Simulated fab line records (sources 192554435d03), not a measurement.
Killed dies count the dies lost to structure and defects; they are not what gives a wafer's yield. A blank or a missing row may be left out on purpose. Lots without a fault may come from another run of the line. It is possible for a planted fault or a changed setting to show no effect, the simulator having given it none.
Chamber matching	flow n5-finfet	4 sister chambers for N5_BEOL_M2_STRIP_66 on rie-diel-01
The step strips in CF4. 18 wafers are shown with their chamber, then 9 later ones without.

== WAFERS WITH THEIR CHAMBER ==
wafer	chamber	drypump-motor-current-A (A)	showerhead-plenum-p-Torr (Torr)	throttle-valve-pct (%)
L074.2	2	5.7	1.76	13.08
L074.3	1	5.5	1.78	14.02
L074.5	0	5.1	1.77	13.91
L077.2	1	5.5	1.78	14.05
L077.4	2	5.7	1.75	13.09
L077.5	0	5.2	1.76	13.92
L078.1	2	5.7	1.75	13.08
L078.3	0	5.2	1.76	13.93
L078.5	1	5.5	1.78	14.06
L079.3	3	6.4	1.76	13.21
L079.4	2	5.8	1.75	13.10
L079.6	1	5.5	1.78	14.05
L084.1	2	5.8	1.75	13.14
L084.3	3	6.4	1.76	13.24
L084.4	0	5.2	1.76	13.32
L085.3	0	5.2	1.76	13.34
L085.4	3	6.4	1.76	13.27
L085.6	3	6.4	1.76	13.25

SIGNATURES (means of the wafers above)
reading	chamber 0	chamber 1	chamber 2	chamber 3	scatter within a chamber
drypump-motor-current-A	5.180	5.500	5.740	6.400	0.0378
showerhead-plenum-p-Torr	1.7620	1.7800	1.7520	1.7600	0.00338
throttle-valve-pct	13.6840	14.0450	13.0980	13.2425	0.174
Rule: for a wafer and a chamber, the distance is found by dividing, reading by reading, the gap between the wafer's reading and the chamber's mean by the reading's scatter, squaring, summing and taking the root. If the next closest chamber is less than 2 further off than the closest, the wafer can't be placed; otherwise it belongs to the closest. The scatter: take each reading less its chamber's mean, square it, sum over the shown wafers, divide by the number of wafers less the number of chambers, and take the root.

== WAFERS WHOSE CHAMBER IS MISSING ==
wafer	drypump-motor-current-A (A)	showerhead-plenum-p-Torr (Torr)	throttle-valve-pct (%)
L089.3	5.7	1.75	13.16
L089.5	5.5	1.77	14.10
L089.6	5.8	1.75	13.17
L095.1	6.4	1.75	13.30
L095.2	5.5	1.77	13.55
L095.5	5.5	1.77	13.55
L097.2	5.7	1.74	13.21
L097.5	6.4	1.75	13.31
L097.6	5.7	1.74	13.23

== CHAMBER TAKEN BY EACH ==
wafer	from the rows above	in truth
L089.3	2	2
L089.5	1	1
L089.6	2	2
L095.1	3	3
L095.2	1	1
L095.5	1	1
L097.2	2	2
L097.5	3	3
L097.6	2	2
9 of 9 placed correctly. Can't be placed from these rows: 0. Placed wrongly: 0.
